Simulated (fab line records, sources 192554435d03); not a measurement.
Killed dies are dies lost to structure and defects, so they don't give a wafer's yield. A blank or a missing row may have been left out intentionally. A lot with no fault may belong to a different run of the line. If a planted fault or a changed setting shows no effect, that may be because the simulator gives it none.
Matching of chambers :: flow n5-finfet :: N5_BEOL_M2_ETCH_77 on rie-diel-02: 4 sister chambers
The step etches underlayer in N2/H2, target depth 6.5 nm, time 5.2 s. 4 wafers are shown with their chamber, then 8 later ones without.

WAFERS PAIRED WITH THEIR CHAMBERS
wafer: L087.3
chamber: 1
throttle-valve-pct (%): 18.20

wafer: L087.4
chamber: 0
throttle-valve-pct (%): 17.72

wafer: L087.5
chamber: 3
throttle-valve-pct (%): 18.29

wafer: L091.2
chamber: 2
throttle-valve-pct (%): 17.87

WAFERS WITH NO CHAMBER GIVEN
wafer: L091.3
throttle-valve-pct (%): 17.75

wafer: L091.6
throttle-valve-pct (%): 18.34

wafer: L095.1
throttle-valve-pct (%): 18.23

wafer: L095.3
throttle-valve-pct (%): 18.21

wafer: L095.6
throttle-valve-pct (%): 18.32

wafer: L096.2
throttle-valve-pct (%): 18.37

wafer: L096.5
throttle-valve-pct (%): 18.24

wafer: L096.6
throttle-valve-pct (%): 17.45

EACH ONE'S CHAMBER
wafer: L091.3
from the rows above: can't be placed: 0 or 2
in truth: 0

wafer: L091.6
from the rows above: can't be placed: 3 or 1
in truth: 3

wafer: L095.1
from the rows above: can't be placed: 1 or 3
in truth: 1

wafer: L095.3
from the rows above: can't be placed: 1 or 3
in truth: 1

wafer: L095.6
from the rows above: can't be placed: 3 or 1
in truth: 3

wafer: L096.2
from the rows above: can't be placed: 3 or 1
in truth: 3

wafer: L096.5
from the rows above: can't be placed: 1 or 3
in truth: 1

wafer: L096.6
from the rows above: can't be placed: 0 or 2
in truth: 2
0 of 8 placed correctly. Not placeable from these rows: 8 (in 8, the candidates include the true chamber). Wrongly placed: 0.
How it was worked out, from the rows above alone: a wafer's distance from a chamber is the root of the sum, over the readings, of the square of ((its reading less the chamber's mean) divided by the reading's scatter). The wafer belongs to the nearest chamber; if the next one is less than 2 further off, it can't be placed. The mean given for a chamber averages the wafers shown for that chamber. The scatter: root of mean squared gap, hidden wafer to nearest shown wafer, with one shown wafer a chamber.
